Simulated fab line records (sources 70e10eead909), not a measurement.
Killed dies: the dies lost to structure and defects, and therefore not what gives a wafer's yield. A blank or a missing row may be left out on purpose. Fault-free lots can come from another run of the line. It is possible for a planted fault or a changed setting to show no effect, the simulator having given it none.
Matching of chambers | flow nand-harc | ald-hk-03 running NHARC_A_CHANNEL_FILL_D1_ALD_25: 4 sister chambers
The step deposits SiOx, target thk 60 nm, pulse time 10 s, ald cycles 600. 8 wafers are shown with their chamber, then 12 later ones without.

EACH WAFER AND ITS CHAMBER
wafer  | chamber | heater-power-w (W) | precursor-pulse-height-rel
L083.3 | 0       | 424                | 0.960
L084.6 | 2       | 414                | 0.976
L086.1 | 1       | 497                | 0.981
L086.3 | 3       | 438                | 0.994
L086.5 | 2       | 422                | 0.991
L091.4 | 3       | 438                | 1.015
L091.1 | 1       | 500                | 0.995
L091.5 | 0       | 422                | 0.969

WAFERS WITH NO CHAMBER GIVEN
wafer  | heater-power-w (W) | precursor-pulse-height-rel
L092.1 | 444                | 0.992
L092.2 | 432                | 1.004
L092.4 | 485                | 0.990
L094.2 | 413                | 1.012
L094.3 | 434                | 1.015
L094.5 | 427                | 1.029
L095.3 | 435                | 0.999
L095.4 | 476                | 0.988
L095.5 | 428                | 0.974
L097.2 | 490                | 0.966
L097.3 | 444                | 0.968
L097.5 | 473                | 0.975

WHICH CHAMBER EACH ONE RAN IN
wafer  | from the rows above          | in truth
L092.1 | 3                            | 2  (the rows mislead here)
L092.2 | 3                            | 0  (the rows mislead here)
L092.4 | 1                            | 1
L094.2 | 2                            | 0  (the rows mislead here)
L094.3 | 3                            | 3
L094.5 | can't be placed: 3 or 2 or 0 | 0
L095.3 | 3                            | 3
L095.4 | 1                            | 1
L095.5 | can't be placed: 0 or 2      | 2
L097.2 | 1                            | 1
L097.3 | 3                            | 3
L097.5 | 1                            | 1
Placed correctly: 7 of 12. Unplaceable from these rows: 2, with the true chamber sitting among the candidates in 2. Wrongly placed: 3.
How it was worked out, from the rows above alone: a wafer's distance from a chamber is the root of the sum, over the readings, of the square of ((its reading less the chamber's mean) divided by the reading's scatter). The wafer belongs to the nearest chamber; if the next one is less than 2 further off, it can't be placed. Each chamber's mean is taken over the wafers shown for it. The scatter: the root of (the sum of the squares of (reading less its chamber's mean) over the shown wafers, divided by (wafers less chambers)).
